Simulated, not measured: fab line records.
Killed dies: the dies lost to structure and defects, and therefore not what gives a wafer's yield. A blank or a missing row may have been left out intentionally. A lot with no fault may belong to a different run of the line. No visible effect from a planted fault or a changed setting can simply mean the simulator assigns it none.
Matching of chambers || flow n5 finfet || pecvd-02 running N5_BEOL_M14_DEP_53: 3 sister chambers
The step deposits SiCN from 3MS/NH3, target thk 50 nm, time 17.8 s. 18 wafers are shown with their chamber, then 9 later ones without.

== WAFERS, EACH WITH ITS CHAMBER ==
{"wafer": "L074.1", "chamber": 1, "throttle valve pct (%)": 18.7, "showerhead plenum p Torr (Torr)": 4.167}
{"wafer": "L074.2", "chamber": 2, "throttle valve pct (%)": 15.9, "showerhead plenum p Torr (Torr)": 4.160}
{"wafer": "L074.5", "chamber": 0, "throttle valve pct (%)": 18.2, "showerhead plenum p Torr (Torr)": 4.187}
{"wafer": "L076.1", "chamber": 2, "throttle valve pct (%)": 16.3, "showerhead plenum p Torr (Torr)": 4.164}
{"wafer": "L076.2", "chamber": 1, "throttle valve pct (%)": 18.6, "showerhead plenum p Torr (Torr)": 4.152}
{"wafer": "L076.4", "chamber": 0, "throttle valve pct (%)": 18.1, "showerhead plenum p Torr (Torr)": 4.186}
{"wafer": "L079.1", "chamber": 0, "throttle valve pct (%)": 18.0, "showerhead plenum p Torr (Torr)": 4.188}
{"wafer": "L079.4", "chamber": 0, "throttle valve pct (%)": 18.0, "showerhead plenum p Torr (Torr)": 4.189}
{"wafer": "L079.6", "chamber": 1, "throttle valve pct (%)": 18.4, "showerhead plenum p Torr (Torr)": 4.169}
{"wafer": "L080.4", "chamber": 0, "throttle valve pct (%)": 18.0, "showerhead plenum p Torr (Torr)": 4.210}
{"wafer": "L080.5", "chamber": 1, "throttle valve pct (%)": 18.6, "showerhead plenum p Torr (Torr)": 4.167}
{"wafer": "L080.6", "chamber": 2, "throttle valve pct (%)": 16.2, "showerhead plenum p Torr (Torr)": 4.168}
{"wafer": "L084.1", "chamber": 2, "throttle valve pct (%)": 16.1, "showerhead plenum p Torr (Torr)": 4.159}
{"wafer": "L084.2", "chamber": 1, "throttle valve pct (%)": 18.5, "showerhead plenum p Torr (Torr)": 4.164}
{"wafer": "L084.6", "chamber": 0, "throttle valve pct (%)": 17.8, "showerhead plenum p Torr (Torr)": 4.188}
{"wafer": "L083.2", "chamber": 0, "throttle valve pct (%)": 17.9, "showerhead plenum p Torr (Torr)": 4.192}
{"wafer": "L083.4", "chamber": 0, "throttle valve pct (%)": 18.1, "showerhead plenum p Torr (Torr)": 4.179}
{"wafer": "L083.6", "chamber": 1, "throttle valve pct (%)": 18.7, "showerhead plenum p Torr (Torr)": 4.154}

SIGNATURES (averages over the wafers above)
{"reading": "throttle valve pct", "chamber 0": 18.012, "chamber 1": 18.583, "chamber 2": 16.125, "scatter within a chamber": 0.133}
{"reading": "showerhead plenum p Torr", "chamber 0": 4.18987, "chamber 1": 4.16217, "chamber 2": 4.16275, "scatter within a chamber": 0.00764}
Rule: distance of a wafer from a chamber = root of the sum over the readings of ((wafer's reading minus chamber's mean) / reading's scatter) squared. The wafer belongs to the nearest chamber; if the next one is less than 2 further off, it can't be placed. How the scatter is found: for the shown wafers, subtract from each reading the mean of its chamber, square and add these, divide the total by (wafers less chambers), then take the root.

== WAFERS WITHOUT THEIR CHAMBER ==
{"wafer": "L087.1", "throttle valve pct (%)": 18.3, "showerhead plenum p Torr (Torr)": 4.155}
{"wafer": "L087.5", "throttle valve pct (%)": 18.1, "showerhead plenum p Torr (Torr)": 4.198}
{"wafer": "L087.6", "throttle valve pct (%)": 18.7, "showerhead plenum p Torr (Torr)": 4.161}
{"wafer": "L089.1", "throttle valve pct (%)": 18.2, "showerhead plenum p Torr (Torr)": 4.181}
{"wafer": "L089.3", "throttle valve pct (%)": 18.7, "showerhead plenum p Torr (Torr)": 4.171}
{"wafer": "L089.4", "throttle valve pct (%)": 18.6, "showerhead plenum p Torr (Torr)": 4.171}
{"wafer": "L088.1", "throttle valve pct (%)": 16.2, "showerhead plenum p Torr (Torr)": 4.153}
{"wafer": "L088.4", "throttle valve pct (%)": 18.1, "showerhead plenum p Torr (Torr)": 4.185}
{"wafer": "L088.5", "throttle valve pct (%)": 16.2, "showerhead plenum p Torr (Torr)": 4.151}

== EACH ONE'S CHAMBER ==
{"wafer": "L087.1", "from the rows above": 1, "in truth": 1}
{"wafer": "L087.5", "from the rows above": 0, "in truth": 0}
{"wafer": "L087.6", "from the rows above": 1, "in truth": 1}
{"wafer": "L089.1", "from the rows above": "can't be placed: 0 or 1", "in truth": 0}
{"wafer": "L089.3", "from the rows above": 1, "in truth": 1}
{"wafer": "L089.4", "from the rows above": 1, "in truth": 1}
{"wafer": "L088.1", "from the rows above": 2, "in truth": 2}
{"wafer": "L088.4", "from the rows above": 0, "in truth": 0}
{"wafer": "L088.5", "from the rows above": 2, "in truth": 2}
Correctly placed: 8 of 9. From these rows, 1 cannot be placed; in 1 the true chamber is one of the candidates. Wrongly placed: 0.
